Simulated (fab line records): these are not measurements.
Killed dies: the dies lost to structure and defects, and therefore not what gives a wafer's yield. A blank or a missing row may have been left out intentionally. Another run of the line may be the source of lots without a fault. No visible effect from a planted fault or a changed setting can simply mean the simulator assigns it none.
Problem report, 8D (eight disciplines) form, completed by code || flow n5Finfet || the parts of the form that need people (team, actions taken, sign-off) are left out

== 1. THE PROBLEM ==
N5_PASSIVATION_PROBE_49, killed_at_M0_to_M3: mean 146 over 1 wafer from 1 lot; wafers with no fault: 34, standard deviation 9.1. That puts it +12 standard deviations away from the usual mean.
First observed at day 17 07:12: wafer L395.2, on prober-02. At this step, 22 wafers from 8 lots have a number in the record. Rule for "out" (also "out of limits"): further than 4 standard deviations from the usual mean. All remaining wafers that have a number are taken as sound.

== 2. WHAT IT IS, WHAT IT ISN'T ==
{"question": "which readings at this step", "is": "killed_at_M0_to_M3, defectLimitedYield, killedDies, sort_bin_5_function, sortNPass, sortYieldPct", "is not": "killed_at_M4_up, killedAtContacts, killedAtFrontEnd, killedAtOther, killedOpen, killedShort, sort_bin_4_leakage"}
{"question": "which lots", "is": "L395", "is not": "L393, L394, L401, L402, L404, L406, L408"}
{"question": "which wafers of those lots", "is": "all that have a number", "is not": "-"}
{"question": "read on which tools", "is": "prober-02", "is not": "prober-01"}
{"question": "when", "is": "from day 17 07:12", "is not": "up to then (6 sound wafers); but 15 sound wafers of L401, L402, L404, L406, L408 came after"}

== 3. WHAT RULES OUT EACH SUSPECT ==
Counting: any tool at a process step up to the reading is kept as a suspect provided that every lot that is out went through it and no sound lot did after the first of them.
- pvdSputter-02 at N5_BEOL_M2_SPUTTER_92 (material Cu, target thk 4.5 nm, time 8.29 s): kept. It ran the lot that is out, L395 (day 9 13:35), and no sound lot after that; its last sound lot up to then is L394 (day 9 05:05).
- pvdSputter-03 at N5_PASSIVATION_SPUTTER_20 (material TaN, target thk 50 nm): ruled out as a lasting fault. The sound lots L402, L406 went through it after L395, its earliest lot that is out (day 17 01:32).
- pecvd-03 at N5_PASSIVATION_PECVD_35 (deposits SiNx from SiH4/NH3/N2, target thk 700 nm, time 151.3 s): ruled out as a lasting fault. The sound lots L404, L408 went through it after L395, its earliest lot that is out (day 17 03:28).
- prober-02 at N5_PASSIVATION_PROBE_49: ruled out as a lasting fault. The sound lots L401, L406, L404 went through it after L395, its earliest lot that is out (day 17 07:12).
After counting, what remains is pvdSputter-02 at N5_BEOL_M2_SPUTTER_92.

== 4. THE CAUSE (what the simulator had put in) ==
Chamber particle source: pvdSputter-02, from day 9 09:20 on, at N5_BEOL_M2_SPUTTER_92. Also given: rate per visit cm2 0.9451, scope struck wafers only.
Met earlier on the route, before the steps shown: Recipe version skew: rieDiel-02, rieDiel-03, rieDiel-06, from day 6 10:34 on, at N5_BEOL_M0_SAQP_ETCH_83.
This tool alone remained once counting was done.

== 5. THE CHAIN OF EFFECTS, in route order ==
Each row: a reading whose mean over the struck wafers that have a number lies more than 3 standard deviations from the usual. Readings are gone through only where the record gives a usual standard deviation; hours: the median, over the lots, of the time from a lot's start at the first step in this table giving one to that lot's start at this step; sigmas: the change measured in usual standard deviations.
{"hours": 0, "step": "N5_PASSIVATION_PROBE_49", "reading": "defectLimitedYield", "usual": "91.4 %", "on struck wafers": 81.6, "change": -9.8, "sigmas": -7.0}
{"hours": 0, "step": "N5_PASSIVATION_PROBE_49", "reading": "killed_at_M0_to_M3", "usual": 34, "on struck wafers": 146, "change": "+112", "sigmas": "+12"}
{"hours": 0, "step": "N5_PASSIVATION_PROBE_49", "reading": "killedDies", "usual": 102, "on struck wafers": 217, "change": "+115", "sigmas": "+6.8"}
{"hours": 0, "step": "N5_PASSIVATION_PROBE_49", "reading": "sort_bin_5_function", "usual": "5.1 %", "on struck wafers": 11.3, "change": "+6.2", "sigmas": "+6.2"}
{"hours": 0, "step": "N5_PASSIVATION_PROBE_49", "reading": "sortNPass", "usual": 1076, "on struck wafers": 963, "change": -113, "sigmas": -5.9}
{"hours": 0, "step": "N5_PASSIVATION_PROBE_49", "reading": "sortYieldPct", "usual": "91.2 %", "on struck wafers": 81.6, "change": -9.6, "sigmas": -6.0}
Its process steps:
- N5_PASSIVATION_PROBE_49

== 6. WHAT WOULD HAVE CAUGHT IT SOONER ==
190 hours passed between the start of the fault at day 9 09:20 and the first reading out of limits in this record, taken at day 17 07:12.
An alarm limit of 4 standard deviations would not have fired on the tool readings at N5_BEOL_M2_SPUTTER_92 for which the record gives a usual standard deviation, since none of them was out on any struck wafer.
Lots out: 1; all had begun N5_BEOL_M2_SPUTTER_92 on pvdSputter-02 by day 17 07:12. A hold on the tool at that time would have spared none of them.
